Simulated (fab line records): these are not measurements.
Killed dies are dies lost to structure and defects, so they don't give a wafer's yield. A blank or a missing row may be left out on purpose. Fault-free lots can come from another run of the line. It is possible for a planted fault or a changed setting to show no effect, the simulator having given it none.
Code-filled problem report in 8D (eight disciplines) form | flow n5 finfet | the parts of the form that need people (team, actions taken, sign-off) are left out

== 1. THE ISSUE ==
On 2 wafers of 1 lot, cathode dc power W at N5_BEOL_M11_SPUTTER_48 has a mean of 23406 W; fault-free wafers read 26000 W, standard deviation 4.5. That is -99 or more standard deviations from the usual mean.
The step: material Cu, target thk 12 nm, time 2 s.
Seen first at day 15 02:35 on pvd sputter-02, wafer L593.2. Wafers with a number at this step in the record: 33, from 11 lots. Rule for "out", or "out of limits": more than 4 standard deviations from the usual mean. Any other wafer with a number is counted as sound.

== 2. WHAT IT IS AND WHAT IT IS NOT ==
question                    | is                 | is not
which readings at this step | cathode dc power W | throttle valve pct
which lots                  | L593               | L578, L579, L580, L581, L594, L595, L596, L598, L599, L601
which wafers of those lots  | L593.2, L593.6     | L593.4
read on which tools         | pvd sputter-02     | pvd sputter-01, pvd sputter-03
when                        | from day 15 02:35  | up to then (13 sound wafers); but 18 sound wafers of L594, L595, L596, L598, L599, L601 came after

== 3. WHAT RULES OUT EACH SUSPECT ==
Counting: a tool at a process step up to the reading stays a suspect if it ran every lot that is out. Sound lots after the first of them don't rule it out here, since some wafers of a struck lot are sound.
- rie diel-05 at N5_BEOL_M11_STRIP_36 (strips in N2/H2): kept. It ran the lot that is out, L593 (day 15 00:28); its last sound lot up to then is L581 (day 11 01:58).
- rie diel-05 at N5_BEOL_M11_TRENCH_ETCH_37 (etches SiCOH lowk in C4F6/O2, target depth 148.83 nm, time 48 s): kept. It ran the lot that is out, L593 (day 15 02:35); its last sound lot up to then is L581 (day 11 03:55). With no start given for some of its lots, N5_BEOL_M11_TRENCH_ETCH_37 uses the hours and lot order of N5_BEOL_M11_SPUTTER_48.
- pvd sputter-02 at N5_BEOL_M11_SPUTTER_48 (material Cu, target thk 12 nm, time 2 s): kept. It ran the lot that is out, L593 (day 15 02:35); its last sound lot up to then is L581 (day 11 03:55). Its own cathode dc power W readings are out on those wafers.
- Within rie diel-05 at N5_BEOL_M11_STRIP_36, the wafers that are out were processed in chamber 0 and their sound lot-mates in chamber 3.
- Within rie diel-05 at N5_BEOL_M11_TRENCH_ETCH_37, the wafers that are out were processed in chamber 0 and their sound lot-mates in chamber 3.
The count leaves rie diel-05 at N5_BEOL_M11_STRIP_36, rie diel-05 at N5_BEOL_M11_TRENCH_ETCH_37, and pvd sputter-02 at N5_BEOL_M11_SPUTTER_48.

== 4. THE CAUSE (what the simulator had put in) ==
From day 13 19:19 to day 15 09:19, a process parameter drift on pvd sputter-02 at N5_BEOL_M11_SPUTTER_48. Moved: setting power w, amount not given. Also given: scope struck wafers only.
Counting leaves 3 suspects; this tool is one of them.

== 5. THE CHAIN OF EFFECTS, in route order ==
Each row: a reading where the mean over the struck wafers with a number is more than 3 standard deviations away from the usual. Scope: only readings with a usual standard deviation given in the record; hours: median across lots of the time from each lot's start at the first step in this table that gives one to its start at this step; sigmas: change in usual standard deviations.
hours | step                   | reading            | usual   | on struck wafers | change | sigmas
0     | N5_BEOL_M11_SPUTTER_48 | cathode dc power W | 26000 W | 23406            | -2594  | -99 or more
Process steps it contains:
- N5_BEOL_M11_SPUTTER_48: material Cu, target thk 12 nm, time 2 s.

== 6. HOW IT WOULD HAVE BEEN CAUGHT EARLIER ==
First out-of-limits reading in this record: day 15 02:35, which is 31 hours after fault onset at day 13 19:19.
